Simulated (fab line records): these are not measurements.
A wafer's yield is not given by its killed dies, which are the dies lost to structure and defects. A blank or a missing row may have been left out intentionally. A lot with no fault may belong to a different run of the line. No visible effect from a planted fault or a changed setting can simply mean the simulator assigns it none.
Chamber matching | flow n5-finfet | 4 sister chambers for N5_DUMMY_GATE_ETCH_23 on rie-si-06
The step etches poly-Si in HBr/Cl2/O2, target depth 41 nm, time 22.3 s. 4 wafers are shown with their chamber, then 9 later ones without.

WAFERS PAIRED WITH THEIR CHAMBERS
wafer  | chamber | drypump-motor-current-A (A)
L086.1 | 2       | 4.9
L091.1 | 1       | 6.2
L091.3 | 0       | 5.3
L091.4 | 3       | 5.1

WAFERS MISSING THEIR CHAMBER
wafer  | drypump-motor-current-A (A)
L092.2 | 6.2
L092.4 | 5.0
L092.6 | 4.9
L094.2 | 5.3
L094.3 | 6.2
L094.5 | 6.2
L095.1 | 4.9
L095.2 | 5.0
L095.4 | 6.2

CHAMBER TAKEN BY EACH
wafer  | from the rows above     | in truth
L092.2 | 1                       | 1
L092.4 | can't be placed: 2 or 3 | 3
L092.6 | 2                       | 2
L094.2 | 0                       | 0
L094.3 | 1                       | 1
L094.5 | 1                       | 1
L095.1 | 2                       | 2
L095.2 | can't be placed: 2 or 3 | 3
L095.4 | 1                       | 1
7 of 9 placed correctly. These rows do not allow placing 2 (true chamber among the candidates in 2). Wrongly placed: 0.
How it was worked out, from the rows above alone: a wafer's distance from a chamber is the root of the sum, over the readings, of the square of ((its reading less the chamber's mean) divided by the reading's scatter). If the next closest chamber is less than 2 further off than the closest, the wafer can't be placed; otherwise it belongs to the closest. The mean given for a chamber averages the wafers shown for that chamber. The scatter: root of mean squared gap, hidden wafer to nearest shown wafer, with one shown wafer a chamber.
